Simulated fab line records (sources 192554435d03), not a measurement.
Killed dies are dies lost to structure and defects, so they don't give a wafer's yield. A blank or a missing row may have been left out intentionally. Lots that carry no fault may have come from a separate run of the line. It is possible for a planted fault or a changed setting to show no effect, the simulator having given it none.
fab line records | flow n5Finfet
[record] lots = 7 | wafers = 21
route steps=1938 shown BEOL_M5@1142 BEOL_M7@1269
startH: the number of hours between the record's first day and the start of the first shown wafer of the lot | waitH: time in hours since the lot's previous step | " the same as in the row above | L1.1+2: a row that stands for several wafers | - value missing, or start not given | * or withheld: withheld | < > ~ a bound
route shown NAME@n: a module of which the file shows steps, and the number in the route of the first | usual: mean/standard deviation taken from wafers without a fault | same: alike in all rows | chamber/n: place in a boat | sites: each site's reading | _std_site: the values' standard deviation | _edge_site: the outer-site mean with the inner-site mean subtracted | radiusMm: for every site, how far away it sits from the centre of the wafer | mask NAME#n: copy n | behind: the last tool/chamber to shape the wafer | hold: the reason the lot was held/the length of the hold in hours/how it ended | device: the transistor (n, p or np) that didn't switch | end of line: tests of these same wafers at the route's end | a step without rows: its recipe alone | killed: at the first sort, the dies lost to defects and structure; wafer yield is something else | map: per-die view of a wafer (x killed, . not killed, _ where there is no die)
set.NAME: the run value of the setting; set.NAME@STEP: its run value at that earlier step | model.NAME: the simulator's own value behind a step, which no gauge read
one table per step and one row per wafer, for lots whose settings were changed on purpose
[[steps]]
[step N5_BEOL_M5_COAT_22]
[recipe] resist = CAR-EUV | spinRpm = 1500 | resistThkNm = 30
lot.wafer  | tool          | chamber | startH | waitH | set.spinRpm | model.CAR-EUV_of_BEOL_M5_COAT_22.thkNm
L074.1     | lithoTrack-01 | 0       | -      | -     | 1500        | 30
L074.2+5   | "             | 0       | "      | "     | 1551        | 29.4
L076.1+5   | lithoTrack-05 | 0       | -      | -     | 1500        | 30
L076.4     | "             | 0       | "      | "     | 1360        | 31.4
L079.2     | lithoTrack-01 | 0       | -      | -     | 1500        | 30
L079.3+5   | "             | 0       | "      | "     | 1620        | 28.8
L086.2     | lithoTrack-04 | 0       | -      | -     | 1500        | 29.8
L086.3     | "             | 0       | "      | "     | 1361        | 31.2
L086.5     | "             | 0       | "      | "     | 1500        | 29.6
L087.1+6   | lithoTrack-01 | 0       | -      | -     | 1607        | 29
L087.2     | "             | 0       | "      | "     | 1500        | 30
L090.3+5+6 | lithoTrack-05 | 0       | -      | -     | 1500        | 30.2
L094.1+3   | lithoTrack-05 | 0       | -      | -     | 1500        | 30
L094.6     | "             | 0       | "      | "     | 1500        | 30.2
[step N5_BEOL_M5_EBR_24]
[recipe] solvent = PGMEA | ebrWidthMm = 1.5
[step N5_BEOL_M5_SOFTBAKE_23]
[recipe] tempC = 110 | timeS = 60 | resist = CAR-EUV
[step N5_BEOL_M5_EXPOSE_25]
[recipe] maskId = V4 | na = 0.33 | sourceShape = quasar | sigmaInner = 0.2 | sigmaOuter = 0.6 | polarization = unpolarized | defocusNm = 10 | doseMj = 52.75
[step N5_BEOL_M5_PEB_26]
[recipe] pebTempC = 100 | pebTimeS = 60 | resist = CAR-EUV
[step N5_BEOL_M5_DEVELOP_27]
[recipe] developTimeS = 30 | developer = TMAH | resist = CAR-EUV | rinseLiquid = surfactantRinse | dry = airSpin | devTempC = 23
lot.wafer  | tool          | chamber | startH | waitH | set.spinRpm@BEOL_M5_COAT_22 | model.CAR-EUV_of_BEOL_M5_COAT_22.thkNm
L074.1     | lithoTrack-04 | 0       | -      | -     | 1500                        | 29.4
L074.2+5   | "             | 0       | "      | "     | 1551                        | 29
L076.1+5   | lithoTrack-04 | 0       | -      | -     | 1500                        | 29.4
L076.4     | "             | 0       | "      | "     | 1360                        | 31
L079.2     | lithoTrack-01 | 0       | -      | -     | 1500                        | 29.6
L079.3+5   | "             | 0       | "      | "     | 1620                        | 28.4
L086.2     | lithoTrack-04 | 0       | -      | -     | 1500                        | 29.4
L086.3     | "             | 0       | "      | "     | 1361                        | 30.8
L086.5     | "             | 0       | "      | "     | 1500                        | 29.2
L087.1+6   | lithoTrack-04 | 0       | -      | -     | 1607                        | 28.4
L087.2     | "             | 0       | "      | "     | 1500                        | 29.6
L090.3+6   | lithoTrack-01 | 0       | -      | -     | 1500                        | 29.6
L090.5     | "             | 0       | "      | "     | 1500                        | 29.8
L094.1+3+6 | lithoTrack-01 | 0       | -      | -     | 1500                        | 29.6
[step N5_BEOL_M5_DESCUM_33]
[recipe] chemistry = O2 | timeS = 7 | sourcePowerW = 50 | biasPowerW = 20 | pressureMtorr = 20 | rfFrequencyHz = 2.712e+07 | tempC = 40 | resist = CAR-EUV | o2FlowSccm = 225
[step N5_BEOL_M5_ETCH_75]
[recipe] chemistry = N2/H2 | target = underlayer | targetDepthA = 65 | maskMaterial = CAR-EUV | timeS = 5.2 | ionEnergyEv = 200 | pressureMtorr = 30 | sourceW = 840 | biasW = 150 | n2FlowSccm = 200 | h2FlowSccm = 200 | ends = cleared
[step N5_BEOL_M5_ETCH_67]
[recipe] chemistry = CF4 | target = SiARC | targetDepthA = 156 | maskMaterial = CAR-EUV | timeS = 26 | ionEnergyEv = 80 | pressureMtorr = 40 | sourceW = 545 | biasW = 36 | Ar_flow_sccm = 100 | cf4FlowSccm = 100 | ends = cleared
lot.wafer | tool       | chamber | startH | waitH | set.spinRpm@BEOL_M5_COAT_66 | model.etch.depthNm
L074.1    | rieDiel-05 | 3       | 168.29 | 0.0   | 1500                        | 11.99
L074.2    | "          | 0       | "      | "     | 1361                        | 12.56
L074.5    | "          | 0       | "      | "     | 1361                        | 12.58
L076.1    | rieDiel-01 | 2       | 181.66 | 0.0   | 1500                        | 11.98
L076.4    | "          | 1       | "      | "     | 1500                        | 11.97
L076.5    | "          | 2       | "      | "     | 1423                        | 12.36
L079.2    | rieDiel-01 | 2       | 208.58 | 0.0   | 1500                        | 11.99
L079.3    | "          | 1       | "      | "     | 1500                        | 12.01
L079.5    | "          | 2       | "      | "     | 1500                        | 12.02
L086.2    | rieDiel-02 | 2       | 244.57 | 0.0   | 1500                        | 11.93
L086.3    | "          | 0       | "      | "     | 1400                        | 12.38
L086.5    | "          | 2       | "      | "     | 1400                        | 12.43
L087.1    | rieDiel-01 | 1       | 244.95 | 0.0   | 1500                        | 11.95
L087.2    | "          | 2       | "      | "     | 1584                        | 11.66
L087.6    | "          | 3       | "      | "     | 1584                        | 11.61
L090.3    | rieDiel-01 | 0       | 275.39 | 0.0   | 1500                        | 11.97
L090.5    | "          | 0       | "      | "     | 1500                        | 11.96
L090.6    | "          | 3       | "      | "     | 1500                        | 11.99
L094.1    | rieDiel-02 | 3       | 307.01 | 0.0   | 1368                        | 12.58
L094.3    | "          | 1       | "      | "     | 1500                        | 11.97
L094.6    | "          | 0       | "      | "     | 1500                        | 11.98
[step N5_BEOL_M5_ETCH_68]
[recipe] chemistry = N2/H2 | target = SOC | targetDepthA = 800 | overetchA = 160 | maskMaterial = SiARC | tempC = 40 | timeS = 120 | ionEnergyEv = 200 | pressureMtorr = 30 | sourceW = 840 | biasW = 150 | n2FlowSccm = 200 | h2FlowSccm = 200
lot.wafer  | tool       | chamber | startH | waitH | set.spinRpm@BEOL_M5_COAT_66 | model.SiARC_of_BEOL_M5_COAT_66.thkNm
L074.1     | rieDiel-05 | 3       | 168.32 | 0.0   | 1500                        | 6.4
L074.2+5   | "          | 0       | "      | "     | 1361                        | 6.6
L076.1     | rieDiel-01 | 2       | 181.69 | 0.0   | 1500                        | 6.4
L076.4     | "          | 1       | "      | "     | 1500                        | 6.6
L076.5     | "          | 2       | "      | "     | 1423                        | 6.8
L079.2+5   | rieDiel-01 | 2       | 208.61 | 0.0   | 1500                        | 6.4
L079.3     | "          | 1       | "      | "     | 1500                        | 6.6
L086.2     | rieDiel-02 | 2       | 244.60 | 0.0   | 1500                        | 6.4
L086.3+5   | "          | 0,2     | "      | "     | 1400                        | 6.8
L087.1     | rieDiel-01 | 1       | 244.98 | 0.0   | 1500                        | 6.6
L087.2+6   | "          | 2,3     | "      | "     | 1584                        | 6
L090.3+5+6 | rieDiel-01 | 0,0,3   | 275.42 | 0.0   | 1500                        | 6.4
L094.1     | rieDiel-02 | 3       | 307.04 | 0.0   | 1368                        | 7.2
L094.3     | "          | 1       | "      | "     | 1500                        | 6.4
L094.6     | "          | 0       | "      | "     | 1500                        | 6.2
[step N5_BEOL_M7_COAT_60]
[recipe] resist = SiARC | tempC = 220 | timeS = 60 | spinRpm = 1500 | resistThkNm = 35
lot.wafer  | tool          | chamber | startH | waitH | set.spinRpm | model.SiARC_of_BEOL_M7_COAT_60.thkNm
L074.1     | lithoTrack-02 | 0       | -      | -     | 1500        | 34.6
L074.2+5   | "             | 0       | "      | "     | 1500        | 34.8
L076.1+5   | lithoTrack-02 | 0       | -      | -     | 1500        | 34.8
L076.4     | "             | 0       | "      | "     | 1613        | 33.6
L079.2     | lithoTrack-04 | 0       | -      | -     | 1371        | 36.6
L079.3     | "             | 0       | "      | "     | 1500        | 35
L079.5     | "             | 0       | "      | "     | 1371        | 36.4
L086.2     | lithoTrack-04 | 0       | -      | -     | 1500        | 35
L086.3+5   | "             | 0       | "      | "     | 1500        | 34.8
L087.1     | lithoTrack-05 | 0       | -      | -     | 1393        | 36.4
L087.2     | "             | 0       | "      | "     | 1500        | 35
L087.6     | "             | 0       | "      | "     | 1393        | 36.6
L090.3+5+6 | lithoTrack-05 | 0       | -      | -     | 1500        | 35
L094.1+6   | lithoTrack-05 | 0       | -      | -     | 1500        | 35
L094.3     | "             | 0       | "      | "     | 1583        | 34.2
[step N5_BEOL_M7_EXPOSE_08]
[recipe] maskId = M7 | na = 1.35 | sourceShape = dipole | sigmaInner = 0.817 | sigmaOuter = 0.97 | polarization = te | doseMj = 68.25
lot.wafer  | tool           | chamber | startH | waitH | mask | set.doseMj
L074.1+2+5 | arfiScanner-01 | 0       | 186.85 | -     | M7#0 | 68.25
L076.1+4+5 | arfiScanner-01 | 0       | 199.14 | -     | M7#0 | 68.25
L079.2+5   | arfiScanner-01 | 0       | 228.15 | -     | M7#0 | 72.83
L079.3     | "              | 0       | "      | "     | M7#0 | 68.25
L086.2+3   | arfiScanner-02 | 0       | 264.23 | -     | M7#0 | 68.25
L086.5     | "              | 0       | "      | "     | M7#0 | 63.97
L087.1+2+6 | arfiScanner-03 | 0       | 264.46 | -     | M7#0 | 66.34
L090.3+5+6 | arfiScanner-03 | 0       | 294.08 | -     | M7#0 | 68.25
L094.1     | arfiScanner-02 | 0       | 325.58 | -     | M7#0 | 69.96
L094.3+6   | "              | 0       | "      | "     | M7#0 | 68.25
[step N5_BEOL_M7_PEB_09]
[recipe] pebTempC = withheld | pebTimeS = 60 | resist = CAR-ArF
[step N5_BEOL_M7_DEVELOP_10]
[recipe] developTimeS = 30 | developer = TMAH | resist = CAR-ArF | rinseLiquid = diw | dry = airSpin | devTempC = 23
[step N5_BEOL_M7_CD_MEAS_11]
[recipe] targetCdNm = 38.5 | landingEnergyEv = 500 | detector = seInlens | polarity = opening
[usual] cdNm = 38.7/0.57
lot.wafer | tool     | chamber | startH | waitH | set.doseMj@BEOL_M7_EXPOSE_08 | cdNm
L074.1    | cdSem-01 | 0       | 186.97 | -     | 68.25                        | 39.8
L074.2    | "        | 0       | "      | "     | 68.25                        | 39.3
L074.5    | "        | 0       | "      | "     | 68.25                        | 39.6
L076.1    | cdSem-01 | 0       | 199.27 | -     | 68.25                        | 38.0
L076.4    | "        | 0       | "      | "     | 68.25                        | 37.8
L076.5    | "        | 0       | "      | "     | 68.25                        | 37.8
L079.2    | cdSem-01 | 0       | 228.28 | -     | 72.83                        | 42.5
L079.3    | "        | 0       | "      | "     | 68.25                        | 38.8
L079.5    | "        | 0       | "      | "     | 72.83                        | 42.2
L086.2    | cdSem-01 | 0       | 264.35 | -     | 68.25                        | 39.5
L086.3    | "        | 0       | "      | "     | 68.25                        | 38.6
L086.5    | "        | 0       | "      | "     | 63.97                        | 36.1
L087.1    | cdSem-01 | 0       | 264.59 | -     | 66.34                        | 36.8
L087.2    | "        | 0       | "      | "     | 66.34                        | 37.4
L087.6    | "        | 0       | "      | "     | 66.34                        | 37.7
L090.3    | cdSem-03 | 0       | 294.20 | -     | 68.25                        | 39.7
L090.5    | "        | 0       | "      | "     | 68.25                        | 38.9
L090.6    | "        | 0       | "      | "     | 68.25                        | 38.6
L094.1    | cdSem-01 | 0       | 325.71 | -     | 69.96                        | 39.6
L094.3    | "        | 0       | "      | "     | 68.25                        | 38.8
L094.6    | "        | 0       | "      | "     | 68.25                        | 38.6
[step N5_BEOL_M7_DESCUM_16]
[recipe] chemistry = O2 | timeS = 7.9 | sourcePowerW = 50 | biasPowerW = 20 | pressureMtorr = 20 | rfFrequencyHz = 2.712e+07 | tempC = 40 | resist = CAR-ArF | o2FlowSccm = 225
[step N5_BEOL_M7_ETCH_61]
[recipe] chemistry = CF4 | target = SiARC | targetDepthA = 455 | maskMaterial = CAR-ArF | timeS = 75.8 | ionEnergyEv = 80 | pressureMtorr = 40 | sourceW = 545 | biasW = 36 | Ar_flow_sccm = 100 | cf4FlowSccm = 100 | ends = cleared
lot.wafer | tool       | chamber | startH | waitH | set.spinRpm@BEOL_M7_COAT_60 | set.doseMj@BEOL_M7_EXPOSE_08 | model.etch.depthNm | model.CAR-ArF_of_BEOL_M7_COAT_05.thkNm | model.BEOL_M7.cdOffsetNm
L074.1    | rieDiel-02 | 0       | 187.10 | 0.0   | 1500                        | 68.25                        | 34.65              | 50.8                                   | 1.2
L074.2    | "          | 1       | "      | "     | 1500                        | 68.25                        | 34.73              | 50.8                                   | 0.8
L074.5    | "          | 0       | "      | "     | 1500                        | 68.25                        | 34.81              | 50.4                                   | 1.4
L076.1    | rieDiel-01 | 2       | 199.39 | 0.0   | 1500                        | 68.25                        | 34.86              | 51                                     | -1
L076.4    | "          | 1       | "      | "     | 1613                        | 68.25                        | 33.62              | 52.2                                   | -1
L076.5    | "          | 1       | "      | "     | 1500                        | 68.25                        | 34.89              | 51                                     | -0.6
L079.2    | rieDiel-02 | 3       | 228.40 | 0.0   | 1371                        | 72.83                        | 36.58              | 49                                     | 3.8
L079.3    | "          | 0       | "      | "     | 1500                        | 68.25                        | 34.91              | 50.4                                   | 0.6
L079.5    | "          | 2       | "      | "     | 1371                        | 72.83                        | 36.47              | 49.2                                   | 4
L086.2    | rieDiel-05 | 1       | 264.53 | 0.0   | 1500                        | 68.25                        | 34.95              | 50.4                                   | 1
L086.3    | "          | 2       | "      | "     | 1500                        | 68.25                        | 34.8               | 50.6                                   | 0
L086.5    | "          | 3       | "      | "     | 1500                        | 63.97                        | 34.82              | 50.8                                   | -2.8
L087.1    | rieDiel-01 | 2       | 264.91 | 0.0   | 1393                        | 66.34                        | 36.36              | 49.8                                   | -2
L087.2    | "          | 3       | "      | "     | 1500                        | 66.34                        | 34.99              | 51.2                                   | -1.2
L087.6    | "          | 0       | "      | "     | 1393                        | 66.34                        | 36.54              | 49.8                                   | -0.8
L090.3    | rieDiel-05 | 2       | 294.32 | 0.0   | 1500                        | 68.25                        | 35.01              | 51.8                                   | 1
L090.5    | "          | 2       | "      | "     | 1500                        | 68.25                        | 34.98              | 51.8                                   | 0.4
L090.6    | "          | 0       | "      | "     | 1500                        | 68.25                        | 34.95              | 51.6                                   | 0.2
L094.1    | rieDiel-01 | 0       | 325.83 | 0.0   | 1500                        | 69.96                        | 35.07              | 50.8                                   | 1.2
L094.3    | "          | 2       | "      | "     | 1583                        | 68.25                        | 34.23              | 51.2                                   | 0.2
L094.6    | "          | 3       | "      | "     | 1500                        | 68.25                        | 35.03              | 50.8                                   | 0.4
[step N5_BEOL_M7_ETCH_62]
[recipe] chemistry = N2/H2 | target = SOC | targetDepthA = 1100 | overetchA = 220 | maskMaterial = SiARC | tempC = 40 | timeS = 165 | ionEnergyEv = 200 | pressureMtorr = 30 | sourceW = 840 | biasW = 150 | n2FlowSccm = 200 | h2FlowSccm = 200
lot.wafer | tool       | chamber | startH | waitH | set.spinRpm@BEOL_M7_COAT_60 | set.doseMj@BEOL_M7_EXPOSE_08 | model.SiARC_of_BEOL_M7_COAT_60.thkNm | model.BEOL_M7.cdOffsetNm
L074.1    | rieDiel-02 | 0       | 187.15 | 0.0   | 1500                        | 68.25                        | 27.8                                 | 1
L074.2    | "          | 1       | "      | "     | 1500                        | 68.25                        | 28                                   | 0.6
L074.5    | "          | 0       | "      | "     | 1500                        | 68.25                        | 28                                   | 1.2
L076.1    | rieDiel-01 | 2       | 199.45 | 0.0   | 1500                        | 68.25                        | 28.2                                 | -1.2
L076.4    | "          | 1       | "      | "     | 1613                        | 68.25                        | 27.2                                 | -1
L076.5    | "          | 1       | "      | "     | 1500                        | 68.25                        | 28.4                                 | -0.6
L079.2    | rieDiel-02 | 3       | 228.45 | 0.0   | 1371                        | 72.83                        | 30.2                                 | 3.6
L079.3    | "          | 0       | "      | "     | 1500                        | 68.25                        | 28                                   | 0.6
L079.5    | "          | 2       | "      | "     | 1371                        | 72.83                        | 29.8                                 | 4
L086.2    | rieDiel-05 | 1       | 264.59 | 0.0   | 1500                        | 68.25                        | 28.4                                 | 0.8
L086.3    | "          | 2       | "      | "     | 1500                        | 68.25                        | 28.6                                 | 0
L086.5    | "          | 3       | "      | "     | 1500                        | 63.97                        | 28.2                                 | -2.8
L087.1    | rieDiel-01 | 2       | 264.97 | 0.0   | 1393                        | 66.34                        | 29.8                                 | -2
L087.2    | "          | 3       | "      | "     | 1500                        | 66.34                        | 28.4                                 | -1.4
L087.6    | "          | 0       | "      | "     | 1393                        | 66.34                        | 30                                   | -0.6
L090.3    | rieDiel-05 | 2       | 294.37 | 0.0   | 1500                        | 68.25                        | 28.8                                 | 1
L090.5    | "          | 2       | "      | "     | 1500                        | 68.25                        | 28.6                                 | 0.4
L090.6    | "          | 0       | "      | "     | 1500                        | 68.25                        | 28                                   | 0
L094.1    | rieDiel-01 | 0       | 325.89 | 0.0   | 1500                        | 69.96                        | 28.4                                 | 1.2
L094.3    | "          | 2       | "      | "     | 1583                        | 68.25                        | 27.6                                 | 0
L094.6    | "          | 3       | "      | "     | 1500                        | 68.25                        | 28.2                                 | 0.2
[step N5_BEOL_M7_STRIP_68]
[recipe] chemistry = N2/H2 | tempC = 40 | n2FlowSccm = 200 | h2FlowSccm = 200 | rfFrequencyHz = 6e+07
[step N5_BEOL_M7_STRIP_67]
[recipe] chemistry = CF4 | resist = SiARC | powerW = 300 | biasPowerW = 75 | pressureMtorr = 50 | cf4FlowSccm = 150 | rfFrequencyHz = 6e+07
[step N5_BEOL_M7_HM_OPEN_17]
[recipe] chemistry = Cl2/BCl3 | targetDepthA = 200 | overetchA = 60 | target = TiN | maskMaterial = SOC | ionEnergyEv = 150 | pressureMtorr = 10 | icpW = 1000 | biasW = 126 | Cl2_flow_sccm = 53.25 | bcl3FlowSccm = 21.75 | Ar_flow_sccm = 25
lot.wafer | tool        | chamber | startH | waitH | set.doseMj@BEOL_M7_EXPOSE_08 | model.BEOL_M7.cdOffsetNm
L074.1+5  | rieMetal-01 | 1,0     | 187.34 | 0.0   | 68.25                        | 1.2
L074.2    | "           | 0       | "      | "     | 68.25                        | 0.2
L076.1    | rieMetal-01 | 1       | 199.64 | 0.0   | 68.25                        | -1.2
L076.4    | "           | 1       | "      | "     | 68.25                        | -1
L076.5    | "           | 1       | "      | "     | 68.25                        | -0.6
L079.2    | rieMetal-02 | 0       | 228.64 | 0.0   | 72.83                        | 3.8
L079.3    | "           | 0       | "      | "     | 68.25                        | 0.8
L079.5    | "           | 0       | "      | "     | 72.83                        | 4.2
L086.2    | rieMetal-02 | 1       | 264.77 | 0.0   | 68.25                        | 0.8
L086.3    | "           | 1       | "      | "     | 68.25                        | 0
L086.5    | "           | 1       | "      | "     | 63.97                        | -2.8
L087.1    | rieMetal-03 | 1       | 265.16 | 0.0   | 66.34                        | -1.8
L087.2    | "           | 0       | "      | "     | 66.34                        | -1.4
L087.6    | "           | 0       | "      | "     | 66.34                        | -0.8
L090.3    | rieMetal-02 | 0       | 294.60 | 0.1   | 68.25                        | 1
L090.5    | "           | 0       | "      | "     | 68.25                        | 0.6
L090.6    | "           | 1       | "      | "     | 68.25                        | 0
L094.1    | rieMetal-03 | 0       | 326.07 | 0.0   | 69.96                        | 1
L094.3    | "           | 1       | "      | "     | 68.25                        | 0
L094.6    | "           | 1       | "      | "     | 68.25                        | 0.2
[step N5_BEOL_M7_COAT_63]
[recipe] resist = SOC | tempC = 250 | timeS = 60 | spinRpm = 1500 | resistThkNm = 60
lot.wafer  | tool          | chamber | startH | waitH | set.spinRpm | model.SOC_of_BEOL_M7_COAT_63.thkNm
L074.1     | lithoTrack-04 | 0       | 189.47 | 1.9   | 1500        | 59.8
L074.2     | "             | 0       | "      | "     | 1550        | 58.8
L074.5     | "             | 0       | "      | "     | 1550        | 59
L076.1     | lithoTrack-04 | 0       | 200.40 | 0.5   | 1623        | 57.6
L076.4+5   | "             | 0       | "      | "     | 1500        | 59.8
L079.2+3   | lithoTrack-05 | 0       | 228.96 | 0.1   | 1500        | 59.8
L079.5     | "             | 0       | "      | "     | 1500        | 60
L086.2+3+5 | lithoTrack-02 | 0       | 267.56 | 2.5   | 1375        | 62.6
L087.1     | lithoTrack-04 | 0       | 267.56 | 2.2   | 1500        | 59.8
L087.2     | "             | 0       | "      | "     | 1619        | 57.8
L087.6     | "             | 0       | "      | "     | 1619        | 57.6
L090.3     | lithoTrack-05 | 0       | 295.81 | 1.0   | 1500        | 60.2
L090.5+6   | "             | 0       | "      | "     | 1500        | 60
L094.1     | lithoTrack-02 | 0       | 328.31 | 2.1   | 1438        | 61.2
L094.3     | "             | 0       | "      | "     | 1500        | 59.8
L094.6     | "             | 0       | "      | "     | 1438        | 61
[[key]]
[split] step = N5_BEOL_M5_COAT_22 | setting = spinRpm | stated = 1500 | by = wafer
[response] step = N5_BEOL_M5_COAT_22 | reading = model.CAR-EUV_of_BEOL_M5_COAT_22.thkNm | change = -0.153 | per = 1% | r = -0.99
[response] step = N5_BEOL_M5_DEVELOP_27 | reading = model.CAR-EUV_of_BEOL_M5_COAT_22.thkNm | change = -0.161 | per = 1% | r = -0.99
[split] step = N5_BEOL_M7_COAT_60 | setting = spinRpm | stated = 1500 | by = wafer
[response] step = N5_BEOL_M7_COAT_60 | reading = model.SiARC_of_BEOL_M7_COAT_60.thkNm | change = -0.175 | per = 1% | r = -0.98
[response] step = N5_BEOL_M7_ETCH_61 | reading = model.etch.depthNm | change = -0.18 | per = 1% | r = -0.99
[response] step = N5_BEOL_M7_ETCH_61 | reading = model.CAR-ArF_of_BEOL_M7_COAT_05.thkNm | change = +0.153 | per = 1% | r = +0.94
[response] step = N5_BEOL_M7_ETCH_62 | reading = model.SiARC_of_BEOL_M7_COAT_60.thkNm | change = -0.189 | per = 1% | r = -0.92
[split] step = N5_BEOL_M7_EXPOSE_08 | setting = doseMj | stated = 68.25 | by = wafer
[response] step = N5_BEOL_M7_CD_MEAS_11 | reading = cdNm | change = +0.491 | per = 1% | r = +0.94
[response] step = N5_BEOL_M7_ETCH_61 | reading = model.BEOL_M7.cdOffsetNm | change = +0.498 | per = 1% | r = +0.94
[response] step = N5_BEOL_M7_ETCH_62 | reading = model.BEOL_M7.cdOffsetNm | change = +0.489 | per = 1% | r = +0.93
[response] step = N5_BEOL_M7_HM_OPEN_17 | reading = model.BEOL_M7.cdOffsetNm | change = +0.483 | per = 1% | r = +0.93
[split] step = N5_BEOL_M7_COAT_63 | setting = spinRpm | stated = 1500 | by = wafer
[response] step = N5_BEOL_M7_COAT_63 | reading = model.SOC_of_BEOL_M7_COAT_63.thkNm | change = -0.272 | per = 1% | r = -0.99
split outsideThisFile step=N5_BEOL_M5_COAT_66 setting=spinRpm
// split outsideThisFile: this setting was split too, and the file shows its column; the key of that split is in another file
